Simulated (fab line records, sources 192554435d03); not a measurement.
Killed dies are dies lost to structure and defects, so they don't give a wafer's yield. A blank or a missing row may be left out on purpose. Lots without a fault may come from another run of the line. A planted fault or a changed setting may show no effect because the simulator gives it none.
Split-lot experiment | flow n5_finfet | 7 lots, 39 wafers read, on a route of 1938 steps

THE SPLIT
At N5_DUMMY_GATE_CVD_03 (deposits a-Si from SiH4, target thk 150 nm, time 8042 s), the setting temp_c was moved away from the recipe's 530 C on 30 of the 39 wafers read, by -4.1% to +3.2%. The other wafers ran this setting at the recipe's value.

The reading is taken at the split's own step.

THE READING
a-Si_of_DUMMY_GATE_CVD_03.thk_nm (the simulator's own value, which no gauge read), in nm, at N5_DUMMY_GATE_CVD_03 (deposits a-Si from SiH4, target thk 150 nm, time 8042 s). The file gives no usual value for it. The 9 wafers here that ran the recipe average 150.4 nm, standard deviation 0.94 nm.

wafer  | tool, chamber at the split | temp_c as run, C | against the recipe | a-Si_of_DUMMY_GATE_CVD_03.thk_nm, nm | against lot-mates on the recipe
L084.1 | -, -                       | 508.5            | -4.1%              | 82.8                                 | no lot-mate on the recipe
L084.5 | -, -                       | 508.5            | -4.1%              | 82.8                                 | no lot-mate on the recipe
L084.2 | -, -                       | 508.5            | -4.1%              | 81.6                                 | no lot-mate on the recipe
L084.3 | -, -                       | 508.5            | -4.1%              | 82                                   | no lot-mate on the recipe
L084.4 | -, -                       | 508.5            | -4.1%              | 82.4                                 | no lot-mate on the recipe
L084.6 | -, -                       | 508.5            | -4.1%              | 83                                   | no lot-mate on the recipe
L087.1 | -, -                       | 546.9            | +3.2%              | 241.4                                | no lot-mate on the recipe
L087.6 | -, -                       | 546.9            | +3.2%              | 241.4                                | no lot-mate on the recipe
L087.2 | -, -                       | 546.9            | +3.2%              | 240.8                                | no lot-mate on the recipe
L087.3 | -, -                       | 546.9            | +3.2%              | 240                                  | no lot-mate on the recipe
L087.4 | -, -                       | 546.9            | +3.2%              | 241.2                                | no lot-mate on the recipe
L087.5 | -, -                       | 546.9            | +3.2%              | 238.6                                | no lot-mate on the recipe
L088.1 | -, -                       | 513.9            | -3.0%              | 94.2                                 | no lot-mate on the recipe
L088.2 | -, -                       | 513.9            | -3.0%              | 94.2                                 | no lot-mate on the recipe
L088.3 | -, -                       | 513.9            | -3.0%              | 94.4                                 | no lot-mate on the recipe
L088.4 | -, -                       | 513.9            | -3.0%              | 94                                   | no lot-mate on the recipe
L088.5 | -, -                       | 513.9            | -3.0%              | 93.8                                 | no lot-mate on the recipe
L088.6 | -, -                       | 513.9            | -3.0%              | 93.8                                 | no lot-mate on the recipe
L091.1 | -, -                       | 513.2            | -3.2%              | 92.6                                 | no lot-mate on the recipe
L091.2 | -, -                       | 513.2            | -3.2%              | 93.4                                 | no lot-mate on the recipe
L091.5 | -, -                       | 513.2            | -3.2%              | 93.4                                 | no lot-mate on the recipe
L091.3 | -, -                       | 513.2            | -3.2%              | 93.6                                 | no lot-mate on the recipe
L091.4 | -, -                       | 513.2            | -3.2%              | 93.6                                 | no lot-mate on the recipe
L091.6 | -, -                       | 513.2            | -3.2%              | 94.4                                 | no lot-mate on the recipe
L093.1 | -, -                       | 508.3            | -4.1%              | 78.6                                 | no lot-mate on the recipe
L093.2 | -, -                       | 508.3            | -4.1%              | 79.4                                 | no lot-mate on the recipe
L093.3 | -, -                       | 508.3            | -4.1%              | 78                                   | no lot-mate on the recipe
L093.4 | -, -                       | 508.3            | -4.1%              | 78.2                                 | no lot-mate on the recipe
L093.5 | -, -                       | 508.3            | -4.1%              | 78.8                                 | no lot-mate on the recipe
L093.6 | -, -                       | 508.3            | -4.1%              | 79                                   | no lot-mate on the recipe
L094.1 | -, -                       | 530              | recipe             | 149.8                                | -
L094.2 | -, -                       | 530              | recipe             | 149.4                                | -
L094.3 | -, -                       | 530              | recipe             | 149                                  | -
L094.4 | -, -                       | 530              | recipe             | 150                                  | -
L094.5 | -, -                       | 530              | recipe             | 150                                  | -
L094.6 | -, -                       | 530              | recipe             | 150.4                                | -
L095.2 | lpcvd-02, 0/20             | 530              | recipe             | 151                                  | -
L095.5 | lpcvd-02, 0/34,0/39        | 530              | recipe             | 151.8                                | -
L095.6 | lpcvd-02, 0/34,0/39        | 530              | recipe             | 151.8                                | -
Where a row lists several chambers, the file gives one row for several wafers and doesn't say which wafer went through which chamber.

THE FIT
A straight line over all 39 wafers: a-Si_of_DUMMY_GATE_CVD_03.thk_nm changes by +21.4 nm for each +1% of temp_c; r = +0.99; the points scatter about the line by 8 nm.
Too few moved wafers have a lot-mate on the recipe to fit a line with each lot's own level taken away.

THE FILE'S OWN FIT
a-Si_of_DUMMY_GATE_CVD_03.thk_nm changes by +21.4 nm for each +1% of temp_c, r = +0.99.
